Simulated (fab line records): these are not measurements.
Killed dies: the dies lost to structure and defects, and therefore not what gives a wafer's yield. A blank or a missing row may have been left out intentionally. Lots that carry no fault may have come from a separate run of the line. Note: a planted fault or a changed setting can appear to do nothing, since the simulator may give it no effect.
Problem report in the 8D (eight disciplines) form, filled by code :: flow n5_finfet :: the parts of the form that need people (team, actions taken, sign-off) are left out

== 1. WHAT IS WRONG ==
spin_speed_rpm at N5_FIN_SAQP_COAT_50 reads a mean of 1621.2 rpm on 6 wafers of 2 lots; wafers without a fault read 1500.1 rpm with a standard deviation of 1.2. That is +99 or more standard deviations from the usual mean.
The step: time 60 s, resist thk 35 nm.
First observed at day 4 21:31: wafer L430.3, on litho_track-01. The record holds 27 wafers of 9 lots with a number at this step. By rule, "out" or "out of limits" means more than 4 standard deviations away from the usual mean. The other wafers with a number count as sound.

== 2. WHAT IT IS, WHAT IT ISN'T ==
question: which readings at this step
is: spin_speed_rpm
is not: -

question: which lots
is: L430, L431
is not: L419, L424, L427, L435, L436, L438, L440

question: which wafers of those lots
is: all that have a number
is not: -

question: read on which tools
is: litho_track-01
is not: litho_track-02, litho_track-05

question: when
is: from day 4 21:31
is not: up to then (9 sound wafers); but 12 sound wafers of L435, L436, L438, L440 came after

== 3. SUSPECTS, AND WHAT RULES EACH OUT ==
Counting: a tool at any process step up to the reading remains a suspect when it ran all the lots that are out and ran no sound lot after the first of those.
- epi_rpcvd-03 at N5_PMOS_HMC_CHANNEL_EPI_EPI_26 (deposits Si from SiH4/H2, target thk 3.8 nm, time 22.7 s): ruled out as a lasting fault. After its first lot that is out, L430 (day 4 20:13), sound lots L438 ran on it.
- pecvd-02 at N5_FIN_SAQP_HM_DEP_72 (deposits SiO2 from SiH4/N2O, target thk 12 nm, time 7.2 s): ruled out as a lasting fault. After its first lot that is out, L430 (day 4 21:26), sound lots L435 ran on it.
- litho_track-01 at N5_FIN_SAQP_COAT_50 (time 60 s, resist thk 35 nm): kept. It ran every lot that is out, first L430 (day 4 21:31), and no sound lot after that; its last sound lot up to then is L424 (day 3 10:40). Its own spin_speed_rpm readings are out on those wafers.
Left after counting: litho_track-01 at N5_FIN_SAQP_COAT_50.

== 4. THE CAUSE (what the simulator had put in) ==
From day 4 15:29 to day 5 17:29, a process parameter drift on litho_track-01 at N5_FIN_SAQP_COAT_50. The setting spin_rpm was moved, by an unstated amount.
Counting left only this tool.

== 5. THE CHAIN OF EFFECTS, in route order ==
One row per reading whose mean, taken over the struck wafers that have a number, lies over 3 standard deviations from the usual. Only readings for which the record gives a usual standard deviation are gone through. hours: the time from each lot's start at the first step in this table that gives one to its start at this step, as a median over the lots. sigmas: the change in usual standard deviations.
hours: 0
step: N5_FIN_SAQP_COAT_50
reading: spin_speed_rpm
usual: 1500.1 rpm
on struck wafers: 1621.2
change: +121.2
sigmas: +99 or more
It contains these process steps:
- N5_FIN_SAQP_COAT_50: time 60 s, resist thk 35 nm.
Later measuring or inspecting steps at which every struck wafer that the step has a row for has a number for every such reading, and none has moved that far: N5_BEOL_M4_RC_MEAS_101.

== 6. WHAT WOULD HAVE CAUGHT IT SOONER ==
In this record the first reading out of limits was taken at day 4 21:31, 6 hours after the fault began at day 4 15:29.
